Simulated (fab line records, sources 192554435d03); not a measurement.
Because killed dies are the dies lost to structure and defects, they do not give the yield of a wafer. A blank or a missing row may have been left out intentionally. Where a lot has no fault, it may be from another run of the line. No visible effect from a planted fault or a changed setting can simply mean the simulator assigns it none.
Which of the tools did it? ; flow n5 finfet ; 24 lots with 72 wafers sampled at 4 steps, on a route of 1938 steps

## WHAT THE GAUGES READ, wafer by wafer
N5_BEOL_M1_RS_MEAS_58: uses a four-point probe to measure.
lot;measured;on;M1_RS (ohm/sq)
L074;day 6 13:22;film metro-01;0.707 0.646 0.679
L075;day 6 23:31;film metro-02;0.692 0.633 0.667
L076;day 7 01:42;film metro-01;0.711 0.701 0.680
L077;day 7 08:53;film metro-01;0.672 0.668 0.633
L078;day 7 09:07;film metro-01;0.677 0.676 0.672
L079;day 8 18:15;film metro-02;0.627 0.669 0.663
L080;day 8 20:09;film metro-01;0.651 0.635 0.649
L081;day 8 20:22;film metro-01;0.632 0.640 0.639
L082;day 10 09:41;film metro-01;0.685 0.703 0.730
L083;day 10 14:41;film metro-01;0.688 0.640 0.635
L084;day 10 16:14;film metro-01;0.648 0.697 0.623
L085;day 11 02:50;film metro-02;0.684 0.711 0.676
L086;day 11 05:47;film metro-01;0.705 0.662 0.637
L088;day 11 08:31;film metro-01;0.661 0.628 0.654
L087;day 11 08:44;film metro-02;0.722 0.669 0.672
L089;day 12 15:55;film metro-01;0.658 0.644 0.627
L092;day 12 20:08;film metro-01;0.689 0.715 0.665
L090;day 12 19:44;film metro-02;0.680 0.632 0.654
L091;day 12 20:34;film metro-02;0.706 0.637 0.629
L093;day 12 23:00;film metro-02;0.659 0.683 0.639
L096;day 14 02:29;film metro-01;0.647 0.636 0.683
L095;day 14 02:52;film metro-01;0.729 0.698 0.670
L094;day 14 03:23;film metro-01;0.681 0.635 0.654
L097;day 14 04:38;film metro-01;0.623 0.647 0.637

N5_BEOL_M1_INSPECT_59: inspects for defects (darkfield).
lot;measured;on;raw defect count
L074;day 6 13:23;defect inspect-02;60 72 50
L075;day 6 23:33;defect inspect-02;52 69 81
L076;day 7 01:43;defect inspect-01;58 60 77
L077;day 7 08:55;defect inspect-01;75 63 84
L078;day 7 09:09;defect inspect-01;77 57 45
L079;day 8 18:17;defect inspect-02;74 100 74
L080;day 8 20:10;defect inspect-02;64 47 66
L081;day 8 20:24;defect inspect-01;33 29 50
L082;day 10 09:42;defect inspect-02;117 157 108
L083;day 10 14:43;defect inspect-01;140 101 55
L084;day 10 16:16;defect inspect-02;52 54 72
L085;day 11 02:52;defect inspect-01;90 164 64
L086;day 11 05:48;defect inspect-01;53 39 75
L088;day 11 09:21;defect inspect-01;78 68 72
L087;day 11 09:22;defect inspect-01;65 66 55
L089;day 12 15:56;defect inspect-02;101 73 49
L092;day 12 20:09;defect inspect-02;94 64 79
L090;day 12 19:46;defect inspect-01;72 51 104
L091;day 12 20:35;defect inspect-01;201 114 229
L093;day 12 23:01;defect inspect-02;90 71 62
L096;day 14 02:31;defect inspect-01;80 71 78
L095;day 14 02:53;defect inspect-01;65 51 58
L094;day 14 03:25;defect inspect-02;96 166 87
L097;day 14 04:57;defect inspect-01;88 67 63

## WHICH TOOL RAN EACH LOT (tool, then ch and the chambers of the sampled wafers, then the start)
lot;N5_BEOL_M1_SPUTTER_86;N5_BEOL_M1_CO_CAP_55
L074;pvd sputter-02, day 6 11:08;cvd co-02 ch 0,1,2, day 6 13:10
L075;pvd sputter-02, day 6 21:20;cvd co-01 ch 0,1,2, day 6 23:17
L076;pvd sputter-03, day 6 23:33;cvd co-01 ch 0,1, day 7 01:31
L077;pvd sputter-01, day 7 06:43;cvd co-01 ch 0,1, day 7 08:41
L078;pvd sputter-03, day 7 06:55;cvd co-02 ch 0,1, day 7 08:55
L079;pvd sputter-03, day 8 16:06;cvd co-01 ch 0,2, day 8 18:04
L080;pvd sputter-03, day 8 17:59;cvd co-01 ch 0,2, day 8 19:58
L081;pvd sputter-01, day 8 18:13;cvd co-02 ch 0,1, day 8 20:11
L082;pvd sputter-01, day 10 07:11;cvd co-01 ch 0,1,2, day 10 09:29
L083;pvd sputter-02, day 10 12:29;cvd co-02 ch 0,1,2, day 10 14:31
L084;pvd sputter-01, day 10 14:05;cvd co-01 ch 0,1,2, day 10 16:03
L085;pvd sputter-03, day 11 00:40;cvd co-02 ch 0,2, day 11 02:39
L086;pvd sputter-02, day 11 03:37;cvd co-01 ch 0,2, day 11 05:35
L088;pvd sputter-02, day 11 06:16;cvd co-02 ch 0,2, day 11 08:19
L087;pvd sputter-03, day 11 06:20;cvd co-01 ch 0,1, day 11 08:33
L089;pvd sputter-03, day 12 13:29;cvd co-02 ch 0,1,2, day 12 15:43
L092;pvd sputter-03, day 12 17:10;cvd co-02 ch 0,1,2, day 12 19:57
L090;pvd sputter-01, day 12 17:23;cvd co-02 ch 0,2, day 12 19:34
L091;pvd sputter-02, day 12 18:03;cvd co-02 ch 1,2, day 12 20:23
L093;pvd sputter-03, day 12 20:51;cvd co-02 ch 0,1,2, day 12 22:49
L096;pvd sputter-01, day 14 00:20;cvd co-02 ch 0,1,2, day 14 02:18
L095;pvd sputter-02, day 14 00:21;cvd co-02 ch 0,1,2, day 14 02:40
L094;pvd sputter-03, day 14 01:14;cvd co-02 ch 1,2, day 14 03:13
L097;pvd sputter-01, day 14 02:29;cvd co-02 ch 0,1,2, day 14 04:29
- N5_BEOL_M1_SPUTTER_86: material Cu, target thk 4.5 nm, time 8.29 s.
- N5_BEOL_M1_CO_CAP_55: material Co, precursor CCTBA/H2, target thk 2 nm, time 102.1 s.

## WHAT THE TOOLS THEMSELVES READ (means of the sampled wafers that have a number; where no wafer has one, the mark that the record gives instead)
N5_BEOL_M1_SPUTTER_86.
lot;tool;chamber pressure pa (Pa);susceptor temp C (C);throttle valve pct (%)
L074;pvd sputter-02;0.07;-20.05;28.9
L075;pvd sputter-02;0.07;-20.01;30.0
L076;pvd sputter-03;0.07;-19.93;29.1
L077;pvd sputter-01;0.07;-19.98;29.2
L078;pvd sputter-03;0.07;-20.06;28.3
L079;pvd sputter-03;0.07;-20.07;28.8
L080;pvd sputter-03;0.07;-19.95;29.2
L081;pvd sputter-01;0.07;-20.07;30.3
L082;pvd sputter-01;0.07;-19.97;29.3
L083;pvd sputter-02;0.07;-20.07;29.8
L084;pvd sputter-01;0.07;-19.92;29.6
L085;pvd sputter-03;0.07;-20.07;29.7
L086;pvd sputter-02;0.07;-19.98;30.1
L088;pvd sputter-02;0.07;-19.99;29.7
L087;pvd sputter-03;0.07;-20.09;29.6
L089;pvd sputter-03;0.07;-20.05;28.4
L092;pvd sputter-03;0.07;-20.10;29.6
L090;pvd sputter-01;0.07;-20.06;28.8
L091;pvd sputter-02;0.07;-19.93;30.0
L093;pvd sputter-03;0.07;-19.98;29.6
L096;pvd sputter-01;0.07;-20.00;30.2
L095;pvd sputter-02;0.07;-20.04;29.6
L094;pvd sputter-03;0.07;-19.86;28.7
L097;pvd sputter-01;0.07;-20.02;30.3

N5_BEOL_M1_CO_CAP_55.
lot;tool;chamber pressure Torr (Torr);heater power w (W);susceptor temp C (C)
L074;cvd co-02;29.90;237;200.11
L075;cvd co-01;29.95;234;200.15
L076;cvd co-01;30.06;230;199.85
L077;cvd co-01;30.00;237;199.95
L078;cvd co-02;30.00;261;200.08
L079;cvd co-01;30.03;233;199.87
L080;cvd co-01;30.06;230;200.14
L081;cvd co-02;30.02;262;199.98
L082;cvd co-01;29.99;233;200.05
L083;cvd co-02;29.97;236;199.91
L084;cvd co-01;30.00;234;200.03
L085;cvd co-02;30.00;215;200.09
L086;cvd co-01;29.94;230;200.05
L088;cvd co-02;30.02;222;199.95
L087;cvd co-01;29.95;236;200.12
L089;cvd co-02;30.00;240;200.00
L092;cvd co-02;29.97;240;200.04
L090;cvd co-02;29.94;219;200.00
L091;cvd co-02;30.03;230;199.83
L093;cvd co-02;29.98;236;199.93
L096;cvd co-02;30.08;240;200.03
L095;cvd co-02;30.06;239;200.00
L094;cvd co-02;30.05;252;200.18
L097;cvd co-02;30.00;241;199.97

## THE ANSWER, worked out from the rows above alone
Rule: what is usual is taken from the lots themselves. The widest of any qualifying gaps counts: lots, ordered by their means at a reading, are off when they make up no more than a third of the lots, leave a main group of 4 or more, and stand apart from it by 3 or more times the standard deviation of that group's means. If all means in a main group match to the digits the tables above print for the reading, that group is not used. A lot without any number at a reading at which 4 lots or more have one is off too. All remaining lots with rows at the step are treated as sound. The gauges are gone through in route order, then the tools' own readings, and for those a lot's mean is taken as printed above. At the first step where some lot is off, the reading lying furthest off is the one used; lots without a number count as furthest.
Across all readings shown, no lot is off: no conclusion can be drawn from this.

## WHAT THE SIMULATOR PUT IN
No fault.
